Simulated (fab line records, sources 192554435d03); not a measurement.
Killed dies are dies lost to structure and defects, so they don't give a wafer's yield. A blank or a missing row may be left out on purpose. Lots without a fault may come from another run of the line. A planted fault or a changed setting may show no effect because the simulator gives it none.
Split-lot experiment | flow n5_finfet | 7 lots, 21 wafers read, on a route of 1938 steps

THE SPLIT
At N5_BEOL_M3_COAT_22 (resist thk 30 nm), the setting spin_rpm was moved away from the recipe's 1500 rpm on 6 of the 21 wafers read, by -10.9% to +4.3%. The other wafers ran this setting at the recipe's value.

The reading is taken at the split's own step.

THE READING
CAR-EUV_of_BEOL_M3_COAT_22.thk_nm (the simulator's own value, which no gauge read), in nm, at N5_BEOL_M3_COAT_22 (resist thk 30 nm). The file gives no usual value for it. The 15 wafers here that ran the recipe average 30.0 nm, standard deviation 0.11 nm.

wafer  | tool, chamber at the split | spin_rpm as run, rpm | against the recipe | CAR-EUV_of_BEOL_M3_COAT_22.thk_nm, nm | against lot-mates on the recipe
L075.1 | litho_track-03, 0          | 1500                 | recipe             | 30                                    | -
L075.2 | litho_track-03, 0          | 1500                 | recipe             | 30                                    | -
L075.4 | litho_track-03, 0          | 1336                 | -10.9%             | 31.8                                  | +1.8
L078.2 | litho_track-04, 0          | 1351                 | -9.9%              | 31.6                                  | +1.6
L078.5 | litho_track-04, 0          | 1351                 | -9.9%              | 31.6                                  | +1.6
L078.6 | litho_track-04, 0          | 1500                 | recipe             | 30                                    | -
L079.1 | litho_track-04, 0          | 1500                 | recipe             | 30                                    | -
L079.3 | litho_track-04, 0          | 1500                 | recipe             | 30                                    | -
L079.4 | litho_track-04, 0          | 1500                 | recipe             | 30.2                                  | -
L080.2 | litho_track-03, 0          | 1360                 | -9.3%              | 31.6                                  | +1.6
L080.5 | litho_track-03, 0          | 1360                 | -9.3%              | 31.6                                  | +1.6
L080.3 | litho_track-03, 0          | 1500                 | recipe             | 30                                    | -
L082.3 | litho_track-04, 0          | 1500                 | recipe             | 30                                    | -
L082.4 | litho_track-04, 0          | 1500                 | recipe             | 30                                    | -
L082.5 | litho_track-04, 0          | 1500                 | recipe             | 30                                    | -
L088.1 | litho_track-04, 0          | 1500                 | recipe             | 30                                    | -
L088.5 | litho_track-04, 0          | 1500                 | recipe             | 30.2                                  | -
L088.6 | litho_track-04, 0          | 1500                 | recipe             | 30.2                                  | -
L089.1 | litho_track-03, 0          | 1565                 | +4.3%              | 29.2                                  | -0.6
L089.4 | litho_track-03, 0          | 1500                 | recipe             | 29.8                                  | -
L089.6 | litho_track-03, 0          | 1500                 | recipe             | 29.8                                  | -

THE FIT
A straight line over all 21 wafers: CAR-EUV_of_BEOL_M3_COAT_22.thk_nm changes by -0.166 nm for each +1% of spin_rpm; r = -0.99; the points scatter about the line by 0.11 nm.
The same after taking each lot's own level away (the mean of its wafers on the recipe; 21 wafers): -0.164 nm for each +1%; r = -1.00; scatter 0.063 nm.
On that fit, the largest move of spin_rpm shifts the reading by 1.8 nm.
The lots' own levels span 29.80 to 30.13 nm, that is 2.9 times the standard deviation above.
So the lot-to-lot level changes the slope little: the two slopes agree.
Check: with one of the wafers moved furthest among these (-10.9%) left out of the fit, the line predicts +1.8 nm for it against its lot-mates. It came out at +1.8 nm against them.

OTHER SPLITS ON THESE WAFERS
These wafers also went through other splits before the reading. Each is held against what the fit with the lots' levels taken away leaves over:
other split on the same wafers | wafers away from the commonest value | r with CAR-EUV_of_BEOL_M3_COAT_22.thk_nm (lot level and that fit taken away)
N5_BEOL_M3_COAT_67 spin_rpm    | 10                                   | -0.03

THE FILE'S OWN FIT
CAR-EUV_of_BEOL_M3_COAT_22.thk_nm changes by -0.164 nm for each +1% of spin_rpm, r = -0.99.
